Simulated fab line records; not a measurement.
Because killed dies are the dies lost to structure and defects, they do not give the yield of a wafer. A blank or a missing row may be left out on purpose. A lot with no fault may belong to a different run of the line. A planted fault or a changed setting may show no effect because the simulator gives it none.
8D (eight disciplines) problem report, filled in by code :: flow nand harc :: the parts of the form that need people (team, actions taken, sign-off) are left out

1. WHAT WENT WRONG
raw defect count at NHARC_A_CONTACT_INSPECT_10 reads a mean of 1235 on 6 wafers of 2 lots; wafers without a fault read 85 with a standard deviation of 40. Relative to the usual mean, that is a shift of +29 standard deviations.
Earliest sighting: wafer L422.1 on defect inspect-02 at day 25 10:37. The record has a number at this step for 36 wafers belonging to 12 lots. The rule behind "out" and "out of limits": a value lying over 4 standard deviations away from the usual mean. The other wafers with a number count as sound.

2. WHAT IT IS, WHAT IT ISN'T
question: which readings at this step
is: raw defect count
is not: -

question: which lots
is: L421, L422
is not: L416, L417, L418, L428, L430, L431, L432, L435, L436, L437

question: which wafers of those lots
is: all that have a number
is not: -

question: read on which gauges
is: defect inspect-02
is not: defect inspect-01

question: when
is: from day 25 10:37
is not: up to then (9 sound wafers); but 21 sound wafers of L428, L430, L431, L432, L435, L436, L437 came after

3. WHAT RULES OUT EACH SUSPECT
Counting: a tool stays on the suspect list if, at a process step up to the reading, it processed all lots that are out and no sound lot following the first of them.
- the gauge at NHARC_A_CONTACT_INSPECT_10: kept. All the wafers that are out were read on defect inspect-02, and no step on other tools shows them out.
- rie diel-10 at NHARC_A_CONTACT_ETCH_91 (etches the open film in CH3F/O2, target depth 40 nm, time 85.7 s): kept. It ran every lot that is out, first L422 (day 25 04:51), and no sound lot after that; its last sound lot up to then is L418 (day 23 12:56).
- pecvd-04 at NHARC_A_CONTACT_DEP_85 (deposits SiON, target thk 60 nm): ruled out as a lasting fault. After its first lot that is out, L422 (day 25 09:47), sound lots L430, L431, L432, L436 ran on it.
After counting, rie diel-10 at NHARC_A_CONTACT_ETCH_91 and defect inspect-02 at NHARC_A_CONTACT_INSPECT_10 remain.

4. THE CAUSE (what the simulator had put in)
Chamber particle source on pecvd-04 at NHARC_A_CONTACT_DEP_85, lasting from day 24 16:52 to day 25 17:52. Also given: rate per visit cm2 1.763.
The count ruled it out by mistake, since the rule takes a fault to strike every lot its tool runs from the start of the fault on, and this one did not do so.

5. THE CHAIN OF EFFECTS, in route order
One row per reading whose mean, taken over the struck wafers that have a number, lies over 3 standard deviations from the usual. Readings are gone through only where the record gives a usual standard deviation; hours: the median, over the lots, of the time from a lot's start at the first step in this table giving one to that lot's start at this step; sigmas: the change measured in usual standard deviations.
hours: 0
step: NHARC_A_CONTACT_INSPECT_10
reading: raw defect count
usual: 85
on struck wafers: 1235
change: +1150
sigmas: +29

hours: 53
step: NHARC_END_SORT_01
reading: killed at array
usual: 59
on struck wafers: 151
change: +92
sigmas: +4.6

hours: 53
step: NHARC_END_SORT_01
reading: killed dies
usual: 63
on struck wafers: 155
change: +92
sigmas: +4.4

6. HOW IT WOULD HAVE BEEN CAUGHT EARLIER
18 hours passed between the start of the fault at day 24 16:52 and the first reading out of limits at a measuring or inspecting step in this record, taken at day 25 10:37.
Of the tool readings at NHARC_A_CONTACT_DEP_85 for which the record gives a usual standard deviation, none was out on any struck wafer, so an alarm limit of 4 standard deviations on them would not have fired.
